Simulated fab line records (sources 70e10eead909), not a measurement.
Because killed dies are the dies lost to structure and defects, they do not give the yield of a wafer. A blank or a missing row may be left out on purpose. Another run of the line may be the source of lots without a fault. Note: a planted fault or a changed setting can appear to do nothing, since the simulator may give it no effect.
What tool caused it? + flow nand_harc + 11 lots with 33 wafers sampled at 5 steps, on a route of 1302 steps

WHAT EACH GAUGE READ, for each wafer
NHARC_END_SORT_01.
| lot  | measured     | on        | killed_at_array | killed_at_other | killed_at_periphery | killed_dies | killed_open | killed_short |
|------|--------------|-----------|-----------------|-----------------|---------------------|-------------|-------------|--------------|
| L926 | day 28 22:23 | prober-02 | 29 26 607       | 3 0 0           | 1 1 2               | 33 27 609   | 2 1 3       | 2 2 5        |
| L927 | day 30 03:15 | prober-01 | 38 37 596       | 0 1 1           | 2 1 4               | 40 39 601   | 2 3 2       | 2 2 2        |

WHICH TOOL RAN EACH LOT (tool, then ch and the chambers of the sampled wafers, then the start)
| lot  | NHARC_A_CONTACT_ETCH_48            | NHARC_A_CONTACT_ETCH_50                       | NHARC_A_CONTACT_ETCH_111             | NHARC_A_CONTACT_ETCH_117             |
|------|------------------------------------|-----------------------------------------------|--------------------------------------|--------------------------------------|
| L916 | rie_diel-03 ch 0,1, day 22 03:32   | rie_diel-03 ch 0,3, day 22 05:21 or earlier   | har_cap_etch-02 ch 0,1, day 22 05:21 | har_cap_etch-02 ch 0,1, day 22 06:23 |
| L918 | rie_diel-02 ch 0,1,2, day 22 18:39 | rie_diel-02 ch 0,3, day 22 20:23 or earlier   | har_cap_etch-01 ch 0,1, day 22 20:23 | har_cap_etch-01 ch 0,1, day 22 21:26 |
| L919 | rie_diel-13 ch 0,2,3, day 23 05:33 | rie_diel-13 ch 1,2,3, day 23 07:22 or earlier | har_cap_etch-02 ch 0,1, day 23 07:22 | har_cap_etch-02 ch 0,1, day 23 08:25 |
| L920 | rie_diel-13 ch 1,3, day 23 11:04   | rie_diel-13 ch 1,3, day 23 15:37 or earlier   | har_cap_etch-01 ch 0,1, day 23 15:37 | har_cap_etch-01 ch 0,1, day 23 16:40 |
| L922 | rie_diel-03 ch 1,2, day 25 00:22   | rie_diel-03 ch 1,2, day 25 02:17 or earlier   | har_cap_etch-02 ch 0,1, day 25 02:17 | har_cap_etch-02 ch 0,1, day 25 03:20 |
| L923 | rie_diel-02 ch 0,3, day 25 06:37   | rie_diel-02 ch 0,3, day 25 08:23 or earlier   | har_cap_etch-01 ch 0, day 25 08:23   | har_cap_etch-01 ch 0, day 25 09:26   |
| L926 | rie_diel-02 ch 0,1,3, day 25 22:08 | rie_diel-02 ch 0,2,3, day 25 23:55 or earlier | har_cap_etch-02 ch 0,1, day 25 23:55 | har_cap_etch-02 ch 0,1, day 26 00:57 |
| L925 | rie_diel-03 ch 0,1, day 25 22:22   | rie_diel-03 ch 1,2,3, day 26 00:05 or earlier | har_cap_etch-03 ch 0,1, day 26 00:05 | har_cap_etch-03 ch 0,1, day 26 01:08 |
| L927 | rie_diel-02 ch 0,1,2, day 27 05:06 | rie_diel-02 ch 0,2, day 27 06:50 or earlier   | har_cap_etch-02 ch 0,1, day 27 06:50 | har_cap_etch-02 ch 0,1, day 27 07:53 |
| L937 | rie_diel-02 ch 1,2,3, day 30 11:17 | rie_diel-02 ch 1,2,3, day 30 13:03 or earlier | har_cap_etch-03 ch 0,1, day 30 13:03 | har_cap_etch-03 ch 0,1, day 30 14:05 |
| L935 | rie_diel-13 ch 1,2, day 30 15:24   | rie_diel-13 ch 0,1, day 30 17:08 or earlier   | har_cap_etch-02 ch 0,1, day 30 17:08 | har_cap_etch-02 ch 0,1, day 30 18:12 |
- NHARC_A_CONTACT_ETCH_48: etches the open film in CF4, target depth 39 nm, time 65 s.
- NHARC_A_CONTACT_ETCH_50: etches the open film in CF4/CHF3, target depth 121 nm, time 60.5 s.
- NHARC_A_CONTACT_ETCH_111: etches the open film in C4F8/O2/Ar, time 140 s, target depth 700 nm.
- NHARC_A_CONTACT_ETCH_117: etches the open film in C4F8/O2/Ar, time 190 s, target depth 1850 nm.

WHAT THE TOOLS THEMSELVES READ (means of the sampled wafers that have a number; where no wafer has one, the mark that the record gives instead)
NHARC_A_CONTACT_ETCH_48.
| lot  | tool        | chamber_pressure_mTorr (mTorr) | drypump_motor_current_A (A) | oes_product_au (a.u.) | rf_fwd_power_W (W) | rf_vpp_V (V) | run_length_s (s) | showerhead_plenum_p_Torr (Torr) | throttle_valve_pct (%) |
|------|-------------|--------------------------------|-----------------------------|-----------------------|--------------------|--------------|------------------|---------------------------------|------------------------|
| L916 | rie_diel-03 | 50.01                          | 6.2                         | 1.024                 | 298.0              | 151.9        | 86.7             | 1.85                            | 13.292                 |
| L918 | rie_diel-02 | 49.98                          | 5.5                         | 1.002                 | 296.8              | 150.4        | 86.1             | 1.76                            | 13.292                 |
| L919 | rie_diel-13 | 50.06                          | 6.1                         | 1.008                 | 298.5              | 152.3        | 86.6             | 1.82                            | 13.282                 |
| L920 | rie_diel-13 | 50.08                          | 6.1                         | 0.997                 | 297.9              | 153.4        | 85.8             | 1.90                            | 13.287                 |
| L922 | rie_diel-03 | 49.99                          | 6.1                         | 1.004                 | 298.6              | 150.6        | 87.0             | 1.83                            | 13.288                 |
| L923 | rie_diel-02 | 50.04                          | 5.5                         | 0.993                 | 297.1              | 152.1        | 85.7             | 1.83                            | 13.286                 |
| L926 | rie_diel-02 | 49.98                          | 5.4                         | 0.989                 | 297.0              | 152.7        | 79.7             | 1.81                            | 13.285                 |
| L925 | rie_diel-03 | 50.02                          | 6.2                         | 1.001                 | 297.2              | 152.4        | 86.8             | 1.84                            | 13.281                 |
| L927 | rie_diel-02 | 50.00                          | 5.5                         | 0.985                 | 297.1              | 152.0        | 79.7             | 1.75                            | 13.289                 |
| L937 | rie_diel-02 | 50.00                          | 5.5                         | 1.003                 | 297.5              | 150.9        | 86.3             | 1.76                            | 13.286                 |
| L935 | rie_diel-13 | 50.03                          | 6.4                         | 0.998                 | 297.2              | 152.4        | 86.1             | 1.83                            | 13.283                 |

NHARC_A_CONTACT_ETCH_50.
| lot  | tool        | chamber_pressure_mTorr (mTorr) | drypump_motor_current_A (A) | oes_product_au (a.u.) | rf_fwd_power_W (W) | rf_vpp_V (V) | run_length_s (s) | showerhead_plenum_p_Torr (Torr) | throttle_valve_pct (%) |
|------|-------------|--------------------------------|-----------------------------|-----------------------|--------------------|--------------|------------------|---------------------------------|------------------------|
| L916 | rie_diel-03 | 24.988                         | 6.1                         | 0.990                 | 495.1              | 370.0        | 82.1             | 1.57                            | 16.804                 |
| L918 | rie_diel-02 | 25.017                         | 5.5                         | 0.956                 | 494.8              | 373.5        | 81.7             | 1.64                            | 16.804                 |
| L919 | rie_diel-13 | 24.990                         | 6.2                         | 0.956                 | 495.4              | 372.4        | 81.4             | 1.65                            | 16.806                 |
| L920 | rie_diel-13 | 24.988                         | 5.9                         | 0.942                 | 495.3              | 374.9        | 81.7             | 1.70                            | 16.798                 |
| L922 | rie_diel-03 | 25.013                         | 6.1                         | 0.913                 | 496.4              | 369.5        | 82.2             | 1.56                            | 16.810                 |
| L923 | rie_diel-02 | 24.977                         | 5.5                         | 0.961                 | 494.8              | 372.8        | 81.2             | 1.63                            | 16.798                 |
| L926 | rie_diel-02 | 24.991                         | 5.6                         | 0.948                 | 496.2              | 371.0        | 81.5             | 1.59                            | 16.796                 |
| L925 | rie_diel-03 | 25.018                         | 6.0                         | 0.923                 | 496.5              | 371.1        | 82.2             | 1.61                            | 16.803                 |
| L927 | rie_diel-02 | 25.012                         | 5.7                         | 0.913                 | 495.8              | 369.5        | 81.6             | 1.54                            | 16.804                 |
| L937 | rie_diel-02 | 25.011                         | 5.5                         | 0.970                 | 494.6              | 371.2        | 81.8             | 1.57                            | 16.804                 |
| L935 | rie_diel-13 | 25.019                         | 6.3                         | 0.975                 | 498.0              | 371.9        | 81.8             | 1.62                            | 16.803                 |

NHARC_A_CONTACT_ETCH_111.
| lot  | tool            | chamber_pressure_mTorr (mTorr) | run_length_s (s) |
|------|-----------------|--------------------------------|------------------|
| L916 | har_cap_etch-02 | 19.994                         | 141.4            |
| L918 | har_cap_etch-01 | 19.985                         | 140.9            |
| L919 | har_cap_etch-02 | 20.016                         | 141.4            |
| L920 | har_cap_etch-01 | 19.997                         | 141.1            |
| L922 | har_cap_etch-02 | 19.988                         | 141.4            |
| L923 | har_cap_etch-01 | 19.988                         | 141.9            |
| L926 | har_cap_etch-02 | 19.999                         | 141.5            |
| L925 | har_cap_etch-03 | 20.005                         | 141.4            |
| L927 | har_cap_etch-02 | 19.984                         | 141.2            |
| L937 | har_cap_etch-03 | 19.985                         | 141.1            |
| L935 | har_cap_etch-02 | 19.983                         | 141.4            |

NHARC_A_CONTACT_ETCH_117.
| lot  | tool            | chamber_pressure_mTorr (mTorr) |
|------|-----------------|--------------------------------|
| L916 | har_cap_etch-02 | 20.012                         |
| L918 | har_cap_etch-01 | 19.988                         |
| L919 | har_cap_etch-02 | 20.002                         |
| L920 | har_cap_etch-01 | 19.999                         |
| L922 | har_cap_etch-02 | 19.993                         |
| L923 | har_cap_etch-01 | 20.018                         |
| L926 | har_cap_etch-02 | 19.977                         |
| L925 | har_cap_etch-03 | 20.005                         |
| L927 | har_cap_etch-02 | 20.001                         |
| L937 | har_cap_etch-03 | 19.997                         |
| L935 | har_cap_etch-02 | 19.994                         |

THE ANSWER, worked out from the rows above alone
Rule: usual is defined by the lots themselves. The widest of any qualifying gaps counts: lots, ordered by their means at a reading, are off when they make up no more than a third of the lots, leave a main group of 4 or more, and stand apart from it by 3 or more times the standard deviation of that group's means. The tables above print the reading to a certain number of digits; a main group whose means all agree to those digits is not used. A lot without any number at a reading at which 4 lots or more have one is off too. All remaining lots with rows at the step are treated as sound. After the gauges, taken in route order, come the tools' own readings; for these a lot's mean is taken, as printed above. The first step at which some lot is off is used, and at that step the reading that is off furthest; a lot without a number counts as furthest.
Off: L926, L927 (NHARC_A_CONTACT_ETCH_48, run_length_s). The main group has a mean of 86.3 s with a standard deviation of 0.43.
A tool fits if, at that step or a process step before it, it ran every lot that is off, and no sound lot after the first of them. None of those tried fits.

WHAT THE SIMULATOR HAD INSERTED
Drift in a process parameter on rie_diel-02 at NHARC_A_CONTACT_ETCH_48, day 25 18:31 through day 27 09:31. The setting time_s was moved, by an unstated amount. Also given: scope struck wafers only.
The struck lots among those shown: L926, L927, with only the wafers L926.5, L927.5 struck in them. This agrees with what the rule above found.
